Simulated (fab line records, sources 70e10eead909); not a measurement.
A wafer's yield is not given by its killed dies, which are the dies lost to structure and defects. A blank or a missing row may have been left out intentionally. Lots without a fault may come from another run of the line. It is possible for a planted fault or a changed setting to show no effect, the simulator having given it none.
Which tool did it? / flow nandHarc / Sampling: 24 lots, 72 wafers, 2 of 1302 route steps

WHAT THE GAUGES READ, wafer by wafer
NHARC_P_ZERO_WELL_INSPECT_43.
lot=L074; measured=day 2 03:58; on=defectInspect-01; rawDefectCount=19 23 23
lot=L075; measured=day 2 14:01; on=defectInspect-01; rawDefectCount=14 11 16
lot=L076; measured=day 2 23:53; on=defectInspect-02; rawDefectCount=11 13 8
lot=L077; measured=day 3 09:26; on=defectInspect-02; rawDefectCount=30 23 23
lot=L078; measured=day 3 19:58; on=defectInspect-02; rawDefectCount=19 30 31
lot=L079; measured=day 4 05:45; on=defectInspect-01; rawDefectCount=13 7 10
lot=L080; measured=day 4 15:26; on=defectInspect-02; rawDefectCount=11 22 16
lot=L081; measured=day 5 01:47; on=defectInspect-01; rawDefectCount=5 7 15
lot=L082; measured=day 5 11:53; on=defectInspect-01; rawDefectCount=8 4 6
lot=L083; measured=day 5 21:52; on=defectInspect-01; rawDefectCount=11 4 11
lot=L084; measured=day 6 07:29; on=defectInspect-02; rawDefectCount=6 24 13
lot=L085; measured=day 6 18:39; on=defectInspect-01; rawDefectCount=19 5 10
lot=L086; measured=day 7 03:34; on=defectInspect-01; rawDefectCount=13 10 12
lot=L087; measured=day 7 15:55; on=defectInspect-02; rawDefectCount=11 14 12
lot=L088; measured=day 7 23:44; on=defectInspect-01; rawDefectCount=10 16 9
lot=L089; measured=day 8 10:14; on=defectInspect-01; rawDefectCount=12 12 11
lot=L090; measured=day 8 20:10; on=defectInspect-02; rawDefectCount=15 14 18
lot=L091; measured=day 9 05:31; on=defectInspect-02; rawDefectCount=18 17 8
lot=L092; measured=day 9 17:57; on=defectInspect-01; rawDefectCount=20 6 8
lot=L093; measured=day 10 01:38; on=defectInspect-02; rawDefectCount=6 11 8
lot=L094; measured=day 10 11:27; on=defectInspect-02; rawDefectCount=4 14 14
lot=L095; measured=day 10 21:41; on=defectInspect-01; rawDefectCount=10 17 3
lot=L096; measured=day 11 07:25; on=defectInspect-02; rawDefectCount=22 18 10
lot=L097; measured=day 11 17:37; on=defectInspect-02; rawDefectCount=19 26 18

EACH LOT AND THE TOOL THAT RAN IT (in order: tool; ch and the chambers of the sampled wafers; start)
lot=L074; NHARC_P_ZERO_WELL_DESCUM_13=rieDiel-01 ch 0,1,2, day 1 21:16
lot=L075; NHARC_P_ZERO_WELL_DESCUM_13=rieDiel-12 ch 0,3, day 2 07:23
lot=L076; NHARC_P_ZERO_WELL_DESCUM_13=rieDiel-01 ch 0,1,2, day 2 17:29
lot=L077; NHARC_P_ZERO_WELL_DESCUM_13=rieDiel-06 ch 0,1,3, day 3 03:25
lot=L078; NHARC_P_ZERO_WELL_DESCUM_13=rieDiel-12 ch 0,1,3, day 3 13:24
lot=L079; NHARC_P_ZERO_WELL_DESCUM_13=rieDiel-01 ch 0,2,3, day 3 23:25
lot=L080; NHARC_P_ZERO_WELL_DESCUM_13=rieDiel-06 ch 2,3, day 4 09:17
lot=L081; NHARC_P_ZERO_WELL_DESCUM_13=rieDiel-01 ch 0,2, day 4 19:17
lot=L082; NHARC_P_ZERO_WELL_DESCUM_13=rieDiel-01 ch 0,1,2, day 5 05:24
lot=L083; NHARC_P_ZERO_WELL_DESCUM_13=rieDiel-12 ch 1,2,3, day 5 15:34
lot=L084; NHARC_P_ZERO_WELL_DESCUM_13=rieDiel-12 ch 1,2,3, day 6 01:24
lot=L085; NHARC_P_ZERO_WELL_DESCUM_13=rieDiel-12 ch 0,2,3, day 6 11:23
lot=L086; NHARC_P_ZERO_WELL_DESCUM_13=rieDiel-12 ch 1,2,3, day 6 21:26
lot=L087; NHARC_P_ZERO_WELL_DESCUM_13=rieDiel-01 ch 1,3, day 7 07:17
lot=L088; NHARC_P_ZERO_WELL_DESCUM_13=rieDiel-01 ch 0,2,3, day 7 17:26
lot=L089; NHARC_P_ZERO_WELL_DESCUM_13=rieDiel-01 ch 0,2,3, day 8 03:25
lot=L090; NHARC_P_ZERO_WELL_DESCUM_13=rieDiel-06 ch 0,1, day 8 13:51
lot=L091; NHARC_P_ZERO_WELL_DESCUM_13=rieDiel-01 ch 2,3, day 8 23:25
lot=L092; NHARC_P_ZERO_WELL_DESCUM_13=rieDiel-12 ch 0,2,3, day 9 09:24
lot=L093; NHARC_P_ZERO_WELL_DESCUM_13=rieDiel-06 ch 0,2,3, day 9 19:24
lot=L094; NHARC_P_ZERO_WELL_DESCUM_13=rieDiel-01 ch 0,1,3, day 10 05:25
lot=L095; NHARC_P_ZERO_WELL_DESCUM_13=rieDiel-01 ch 0,1,3, day 10 15:23
lot=L096; NHARC_P_ZERO_WELL_DESCUM_13=rieDiel-12 ch 1,3, day 11 01:16
lot=L097; NHARC_P_ZERO_WELL_DESCUM_13=rieDiel-12 ch 1,2,3, day 11 11:23
- NHARC_P_ZERO_WELL_DESCUM_13: chemistry O2, time 3 s.

WHAT THE TOOLS THEMSELVES READ (means of the sampled wafers that have a number; where no wafer has one, the mark that the record gives instead)
NHARC_P_ZERO_WELL_DESCUM_13.
lot=L074; tool=rieDiel-01; chamberPressureMTorr (mTorr)=59.95; drypumpMotorCurrentA (A)=5.8; o2FlowSccm (sccm)=199.7; oesProductAu (a.u.)=0.995; rfVppV (V)=58.7; showerheadPlenumPTorr (Torr)=1.87; throttleValvePct (%)=11.309
lot=L075; tool=rieDiel-12; chamberPressureMTorr (mTorr)=60.04; drypumpMotorCurrentA (A)=5.9; o2FlowSccm (sccm)=199.8; oesProductAu (a.u.)=1.006; rfVppV (V)=57.8; showerheadPlenumPTorr (Torr)=1.80; throttleValvePct (%)=11.313
lot=L076; tool=rieDiel-01; chamberPressureMTorr (mTorr)=60.01; drypumpMotorCurrentA (A)=5.8; o2FlowSccm (sccm)=199.3; oesProductAu (a.u.)=1.003; rfVppV (V)=57.5; showerheadPlenumPTorr (Torr)=1.87; throttleValvePct (%)=11.309
lot=L077; tool=rieDiel-06; chamberPressureMTorr (mTorr)=59.93; drypumpMotorCurrentA (A)=5.7; o2FlowSccm (sccm)=199.7; oesProductAu (a.u.)=1.007; rfVppV (V)=57.5; showerheadPlenumPTorr (Torr)=1.90; throttleValvePct (%)=11.305
lot=L078; tool=rieDiel-12; chamberPressureMTorr (mTorr)=60.04; drypumpMotorCurrentA (A)=5.8; o2FlowSccm (sccm)=199.6; oesProductAu (a.u.)=1.001; rfVppV (V)=57.3; showerheadPlenumPTorr (Torr)=1.87; throttleValvePct (%)=11.305
lot=L079; tool=rieDiel-01; chamberPressureMTorr (mTorr)=59.97; drypumpMotorCurrentA (A)=5.6; o2FlowSccm (sccm)=199.9; oesProductAu (a.u.)=0.996; rfVppV (V)=57.5; showerheadPlenumPTorr (Torr)=1.85; throttleValvePct (%)=11.313
lot=L080; tool=rieDiel-06; chamberPressureMTorr (mTorr)=59.98; drypumpMotorCurrentA (A)=5.3; o2FlowSccm (sccm)=200.3; oesProductAu (a.u.)=1.001; rfVppV (V)=57.2; showerheadPlenumPTorr (Torr)=1.81; throttleValvePct (%)=11.312
lot=L081; tool=rieDiel-01; chamberPressureMTorr (mTorr)=60.00; drypumpMotorCurrentA (A)=5.6; o2FlowSccm (sccm)=200.4; oesProductAu (a.u.)=1.000; rfVppV (V)=57.7; showerheadPlenumPTorr (Torr)=1.85; throttleValvePct (%)=11.315
lot=L082; tool=rieDiel-01; chamberPressureMTorr (mTorr)=60.01; drypumpMotorCurrentA (A)=5.8; o2FlowSccm (sccm)=199.7; oesProductAu (a.u.)=0.998; rfVppV (V)=57.0; showerheadPlenumPTorr (Torr)=1.86; throttleValvePct (%)=11.312
lot=L083; tool=rieDiel-12; chamberPressureMTorr (mTorr)=60.05; drypumpMotorCurrentA (A)=5.9; o2FlowSccm (sccm)=199.8; oesProductAu (a.u.)=1.007; rfVppV (V)=57.9; showerheadPlenumPTorr (Torr)=1.89; throttleValvePct (%)=11.318
lot=L084; tool=rieDiel-12; chamberPressureMTorr (mTorr)=60.01; drypumpMotorCurrentA (A)=5.9; o2FlowSccm (sccm)=199.8; oesProductAu (a.u.)=1.002; rfVppV (V)=58.4; showerheadPlenumPTorr (Torr)=1.89; throttleValvePct (%)=11.313
lot=L085; tool=rieDiel-12; chamberPressureMTorr (mTorr)=59.96; drypumpMotorCurrentA (A)=6.0; o2FlowSccm (sccm)=200.4; oesProductAu (a.u.)=0.998; rfVppV (V)=58.5; showerheadPlenumPTorr (Torr)=1.81; throttleValvePct (%)=11.299
lot=L086; tool=rieDiel-12; chamberPressureMTorr (mTorr)=59.94; drypumpMotorCurrentA (A)=5.9; o2FlowSccm (sccm)=199.8; oesProductAu (a.u.)=1.001; rfVppV (V)=58.8; showerheadPlenumPTorr (Torr)=1.89; throttleValvePct (%)=11.310
lot=L087; tool=rieDiel-01; chamberPressureMTorr (mTorr)=60.00; drypumpMotorCurrentA (A)=6.2; o2FlowSccm (sccm)=200.1; oesProductAu (a.u.)=0.997; rfVppV (V)=57.6; showerheadPlenumPTorr (Torr)=1.81; throttleValvePct (%)=11.306
lot=L088; tool=rieDiel-01; chamberPressureMTorr (mTorr)=60.00; drypumpMotorCurrentA (A)=5.6; o2FlowSccm (sccm)=199.9; oesProductAu (a.u.)=1.010; rfVppV (V)=58.2; showerheadPlenumPTorr (Torr)=1.84; throttleValvePct (%)=11.304
lot=L089; tool=rieDiel-01; chamberPressureMTorr (mTorr)=59.96; drypumpMotorCurrentA (A)=5.6; o2FlowSccm (sccm)=200.1; oesProductAu (a.u.)=0.999; rfVppV (V)=56.7; showerheadPlenumPTorr (Torr)=1.84; throttleValvePct (%)=11.306
lot=L090; tool=rieDiel-06; chamberPressureMTorr (mTorr)=60.00; drypumpMotorCurrentA (A)=5.6; o2FlowSccm (sccm)=200.2; oesProductAu (a.u.)=1.007; rfVppV (V)=57.3; showerheadPlenumPTorr (Torr)=1.89; throttleValvePct (%)=11.306
lot=L091; tool=rieDiel-01; chamberPressureMTorr (mTorr)=60.01; drypumpMotorCurrentA (A)=5.7; o2FlowSccm (sccm)=199.5; oesProductAu (a.u.)=1.006; rfVppV (V)=56.4; showerheadPlenumPTorr (Torr)=1.78; throttleValvePct (%)=11.314
lot=L092; tool=rieDiel-12; chamberPressureMTorr (mTorr)=60.00; drypumpMotorCurrentA (A)=6.0; o2FlowSccm (sccm)=200.7; oesProductAu (a.u.)=1.000; rfVppV (V)=57.6; showerheadPlenumPTorr (Torr)=1.81; throttleValvePct (%)=11.309
lot=L093; tool=rieDiel-06; chamberPressureMTorr (mTorr)=60.01; drypumpMotorCurrentA (A)=5.5; o2FlowSccm (sccm)=200.6; oesProductAu (a.u.)=1.003; rfVppV (V)=58.5; showerheadPlenumPTorr (Torr)=1.93; throttleValvePct (%)=11.313
lot=L094; tool=rieDiel-01; chamberPressureMTorr (mTorr)=60.00; drypumpMotorCurrentA (A)=5.8; o2FlowSccm (sccm)=200.0; oesProductAu (a.u.)=1.002; rfVppV (V)=57.6; showerheadPlenumPTorr (Torr)=1.95; throttleValvePct (%)=11.310
lot=L095; tool=rieDiel-01; chamberPressureMTorr (mTorr)=59.98; drypumpMotorCurrentA (A)=5.8; o2FlowSccm (sccm)=199.8; oesProductAu (a.u.)=0.992; rfVppV (V)=57.3; showerheadPlenumPTorr (Torr)=1.95; throttleValvePct (%)=11.311
lot=L096; tool=rieDiel-12; chamberPressureMTorr (mTorr)=59.97; drypumpMotorCurrentA (A)=5.8; o2FlowSccm (sccm)=200.1; oesProductAu (a.u.)=1.003; rfVppV (V)=58.1; showerheadPlenumPTorr (Torr)=1.93; throttleValvePct (%)=11.318
lot=L097; tool=rieDiel-12; chamberPressureMTorr (mTorr)=60.01; drypumpMotorCurrentA (A)=5.9; o2FlowSccm (sccm)=200.0; oesProductAu (a.u.)=1.010; rfVppV (V)=57.9; showerheadPlenumPTorr (Torr)=1.88; throttleValvePct (%)=11.311

THE ANSWER, worked out from the rows above alone
Rule: the usual values come from the lots themselves. Put in order of their means at a reading, lots are off if they are a third of the lots or fewer, leave a main group of 4 or more, and stand apart from it by a gap of 3 or more times the standard deviation of the main group's means; of several such gaps the widest counts. The tables above print the reading to a certain number of digits; a main group whose means all agree to those digits is not used. A lot without any number at a reading at which 4 lots or more have one is off too. All remaining lots with rows at the step are treated as sound. After the gauges, taken in route order, come the tools' own readings; for these a lot's mean is taken, as printed above. The first step at which some lot is off is used, and at that step the reading that is off furthest; a lot without a number counts as furthest.
No lot is off at any reading shown: from this, nothing can be told.

WHAT THE SIMULATOR HAD PUT IN
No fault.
